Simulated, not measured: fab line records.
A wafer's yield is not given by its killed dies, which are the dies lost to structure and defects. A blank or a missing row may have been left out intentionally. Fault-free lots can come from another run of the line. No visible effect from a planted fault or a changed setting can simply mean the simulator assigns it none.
Chamber matching | flow nandHarc | rieDiel-03 running NHARC_A_STAIRCASE_DESCUM_219: 4 sister chambers
The step chemistry O2, time 3 s. 18 wafers are shown with their chamber, then 9 later ones without.

== EACH WAFER AND ITS CHAMBER ==
wafer  | chamber | showerheadPlenumPTorr (Torr) | drypumpMotorCurrentA (A) | oesProductAu (a.u.)
L077.2 | 0       | 1.96                         | 5.7                      | 1.010
L077.3 | 2       | 1.97                         | 5.5                      | 1.028
L077.4 | 1       | 1.86                         | 5.7                      | 1.007
L082.1 | 2       | 1.96                         | 5.5                      | 1.009
L082.3 | 3       | 1.89                         | 5.6                      | 0.987
L082.6 | 1       | 1.86                         | 5.6                      | 0.999
L089.2 | 2       | 1.96                         | 5.5                      | 1.021
L089.3 | 1       | 1.85                         | 5.7                      | 1.006
L089.6 | 1       | 1.85                         | 5.6                      | 1.003
L086.1 | 0       | 1.95                         | 5.7                      | 0.997
L086.3 | 3       | 1.89                         | 5.6                      | 0.989
L086.5 | 1       | 1.85                         | 5.7                      | 0.989
L088.1 | 0       | 1.95                         | 5.7                      | 0.989
L088.3 | 2       | 1.96                         | 5.5                      | 1.006
L088.5 | 2       | 1.96                         | 5.5                      | 1.009
L090.1 | 3       | 1.89                         | 5.6                      | 0.992
L090.2 | 1       | 1.85                         | 5.6                      | 0.995
L090.6 | 2       | 1.96                         | 5.5                      | 1.000

SIGNATURES, as means of the wafers listed above
reading               | chamber 0 | chamber 1 | chamber 2 | chamber 3 | scatter within a chamber
showerheadPlenumPTorr | 1.9533    | 1.8533    | 1.9617    | 1.8900    | 0.0045
drypumpMotorCurrentA  | 5.700     | 5.650     | 5.500     | 5.600     | 0.0327
oesProductAu          | 0.99867   | 0.99983   | 1.01217   | 0.98933   | 0.00851
Rule: distance of a wafer from a chamber = root of the sum over the readings of ((wafer's reading minus chamber's mean) / reading's scatter) squared. If the next closest chamber is less than 2 further off than the closest, the wafer can't be placed; otherwise it belongs to the closest. The scatter is the square root of a quotient: the sum, over the shown wafers, of each reading's squared deviation from its chamber's mean, divided by wafers minus chambers.

== WAFERS WITHOUT THEIR CHAMBER ==
wafer  | showerheadPlenumPTorr (Torr) | drypumpMotorCurrentA (A) | oesProductAu (a.u.)
L091.2 | 1.89                         | 5.6                      | 0.979
L091.3 | 1.85                         | 5.7                      | 0.981
L091.4 | 1.96                         | 5.5                      | 0.992
L092.4 | 1.88                         | 5.5                      | 1.001
L092.5 | 1.96                         | 5.5                      | 1.007
L092.6 | 1.85                         | 5.7                      | 0.995
L095.2 | 1.95                         | 5.7                      | 1.009
L095.4 | 1.88                         | 5.6                      | 0.992
L095.6 | 1.96                         | 5.5                      | 1.015

== WHICH CHAMBER EACH ONE RAN IN ==
wafer  | from the rows above | in truth
L091.2 | 3                   | 3
L091.3 | 1                   | 1
L091.4 | 2                   | 2
L092.4 | 3                   | 3
L092.5 | 2                   | 2
L092.6 | 1                   | 1
L095.2 | 0                   | 0
L095.4 | 3                   | 3
L095.6 | 2                   | 2
Correct placement for 9 of the 9. Number that these rows cannot place: 0. Wrongly placed: 0.
